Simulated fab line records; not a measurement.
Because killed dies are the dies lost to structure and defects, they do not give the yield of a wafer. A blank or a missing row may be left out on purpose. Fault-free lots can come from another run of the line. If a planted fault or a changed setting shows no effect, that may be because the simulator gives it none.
One fault seen from 2 desks	flow n5-finfet	each desk has only its own numbers; what lay behind them comes last

## THE TOOL OWNER'S DESK: cvd-co-01
The tool's own readings at N5_BEOL_M2_CO_CAP_55 (material Co, precursor CCTBA/H2, target thk 2 nm, time 102.1 s): means of the sampled wafers that have a number, for each lot that ran on this tool. Any lot whose mean is over 4 standard deviations away from the usual mean is out of limits and marked OUT; that distance is given in the brackets.
Columns: A = heater-power-w at N5_BEOL_M2_CO_CAP_55, usual 247 W; B = run-length-s at N5_BEOL_M2_CO_CAP_55, usual 125.0 s; C = susceptor-temp-C at N5_BEOL_M2_CO_CAP_55, usual 199.99 C
lot	first seen here	A	B	C
L860	day 8 01:12	239	124.9	199.97
L862	day 8 08:37	234	105.8 (-31) OUT	200.07
L863	day 8 15:44	246	95.8 (-47) OUT	200.05
L876	day 11 19:49	238	125.2	200.07
L877	day 11 21:13	236	125.0	200.11
L881	day 13 00:56	242	125.6	199.96
L880	day 13 04:47	240	125.4	199.77
Finding of this desk: L862, L863 out of limits; the first was L862 at day 8 08:37, on run-length-s at N5_BEOL_M2_CO_CAP_55. Within limits: L860, L876, L877, L881, L880.

## AT THE METROLOGY DESK
What the gauges read for every lot (on any tool): the sampled wafers with a number, averaged. Any lot whose mean is over 4 standard deviations away from the usual mean is out of limits and marked OUT; that distance is given in the brackets. Of its 11 readings 7 are shown: those that lie furthest out on some lot.
Columns: A = M2_RS at N5_BEOL_M2_RS_MEAS_58, usual 0.65 ohm/sq; B = DIBL_N at N5_BEOL_M4_RC_MEAS_101, usual 36.7 mV/V; C = DIBL_P at N5_BEOL_M4_RC_MEAS_101, usual 36.9 mV/V; D = IOFF_N at N5_BEOL_M4_RC_MEAS_101, usual 0.17 nA/um; E = SS_N at N5_BEOL_M4_RC_MEAS_101, usual 71.6 mV/dec; F = SS_P at N5_BEOL_M4_RC_MEAS_101, usual 73.5 mV/dec; G = VT_P at N5_BEOL_M4_RC_MEAS_101, usual -250 mV
lot	first seen here	A	B	C	D	E	F	G
L858	day 7 10:35	0.64	38.0	40.0	0.21	72.6	74.0	-250
L860	day 8 01:23	0.63	36.4	36.8	0.15	71.6	73.5	-255
L859	day 8 05:50	0.62	34.6	35.2	0.15	71.3	72.9	-250
L862	day 8 08:49	0.67	36.1	36.2	0.16	71.2	72.9	-253
L863	day 8 15:55	0.66	35.0	35.0	0.14	71.7	73.7	-251
L876	day 11 20:00	0.65	36.0	36.3	0.16	71.4	73.7	-249
L877	day 11 21:24	0.62	33.1	33.1	0.11	71.1	72.2	-252
L881	day 13 01:08	0.71	37.3	38.0	0.15	71.5	73.4	-252
L878	day 13 02:17	0.65	38.4	37.5	0.20	71.2	74.2	-248
L880	day 13 04:58	0.66	33.3	33.8	0.13	70.8	72.6	-252
L879	day 13 08:59	0.65	38.4	38.7	0.17	71.8	73.6	-252
This desk found nothing out of limits on any of the 11 lots.

## PUT TOGETHER
The tool owner's desk could have raised an alarm at day 8 08:37, on L862, L863.
At the metrology desk, nothing out of limits was observed.
The metrology desk has L862, L863 on record, within its limits.
On cvd-co-01, each named lot ran N5_BEOL_M2_CO_CAP_55.

## WHAT WAS PUT IN BY THE SIMULATOR
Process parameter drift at N5_BEOL_M2_CO_CAP_55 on cvd-co-01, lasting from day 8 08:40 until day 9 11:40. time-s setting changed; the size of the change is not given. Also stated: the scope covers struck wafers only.
Struck lots among those shown: L862, L863.
